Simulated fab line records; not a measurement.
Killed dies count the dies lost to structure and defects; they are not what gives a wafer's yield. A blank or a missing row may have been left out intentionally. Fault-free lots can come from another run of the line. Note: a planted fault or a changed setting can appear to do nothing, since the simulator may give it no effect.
The tool behind it: which one? | flow nand-harc | 11 lots, 33 wafers sampled, at 2 steps of a route of 1302

== WHAT THE GAUGES READ, wafer by wafer ==
NHARC_A_ONON_D2_THK_MEAS_34: measures by ellipsometry.
lot  | measured     | on            | thk-nm (nm)
L281 | day 13 12:47 | film-metro-02 | 197.6 198.0 202.6
L284 | day 14 04:28 | film-metro-01 | 203.2 204.5 202.6
L282 | day 14 04:37 | film-metro-01 | 198.0 202.5 205.2
L283 | day 14 11:15 | film-metro-02 | 199.4 203.7 205.2
L288 | day 15 21:32 | film-metro-02 | 199.7 196.7 201.7
L287 | day 16 02:11 | film-metro-01 | 198.9 194.8 202.4
L293 | day 18 22:55 | film-metro-01 | 249.8 252.6 253.5
L298 | day 20 06:29 | film-metro-01 | 249.4 251.4 252.8
L300 | day 21 09:21 | film-metro-01 | 198.0 201.2 201.0
L302 | day 21 21:04 | film-metro-02 | 205.7 206.2 202.5
L303 | day 22 18:59 | film-metro-02 | 194.5 195.6 198.0

== WHAT TOOL EACH LOT RAN ON (gives the tool, then ch and the chambers of the sampled wafers, and finally the start) ==
lot  | NHARC_A_ONON_D2_DEP_33
L281 | pecvd-03 ch 0,1,2, day 13 12:23
L284 | pecvd-03 ch 0,2, day 14 04:06
L282 | pecvd-02 ch 1,2, day 14 04:12
L283 | pecvd-02 ch 0,2, day 14 10:53
L288 | pecvd-03 ch 0,1,2, day 15 21:07
L287 | pecvd-01 ch 0,1,2, day 16 01:46
L293 | pecvd-03 ch 0,1, day 18 22:30
L298 | pecvd-03 ch 0,1, day 20 06:03
L300 | pecvd-02 ch 0,1, day 21 08:56
L302 | pecvd-02 ch 0,1,2, day 21 20:47
L303 | pecvd-01 ch 1,2, day 22 18:32
- NHARC_A_ONON_D2_DEP_33: deposits SiO2, target thk 200 nm.

== THE ANSWER, worked out from the rows above alone ==
Rule: the lots themselves supply what counts as usual. Put in order of their means at a reading, lots are off if they are a third of the lots or fewer, leave a main group of 4 or more, and stand apart from it by a gap of 3 or more times the standard deviation of the main group's means; of several such gaps the widest counts. A main group whose means are all the same, to the digits that the tables above print for the reading, isn't used. Also off: a lot with no number at a reading for which 4 or more lots have one. All remaining lots with rows at the step are treated as sound.
Off: L293, L298 (NHARC_A_ONON_D2_THK_MEAS_34, thk-nm). Main group: mean 200.7 nm, sd 2.6.
If a tool, at a process step before that reading, ran all the lots that are off and no sound lot after the first of them, it fits. Those tools and the gauges at NHARC_A_ONON_D2_THK_MEAS_34 are tried in the same way. One fits: pecvd-03 at NHARC_A_ONON_D2_DEP_33. Its last sound lot is L288 (day 15 21:07), its first lot that is off L293 (day 18 22:30): a fault that began between those two fits.

== WHAT HAD BEEN PUT IN BY THE SIMULATOR ==
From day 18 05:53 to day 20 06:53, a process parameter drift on pecvd-03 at NHARC_A_ONON_D2_DEP_33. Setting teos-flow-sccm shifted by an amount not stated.
Lots struck among those shown: L293, L298. The same result came from the rule above.
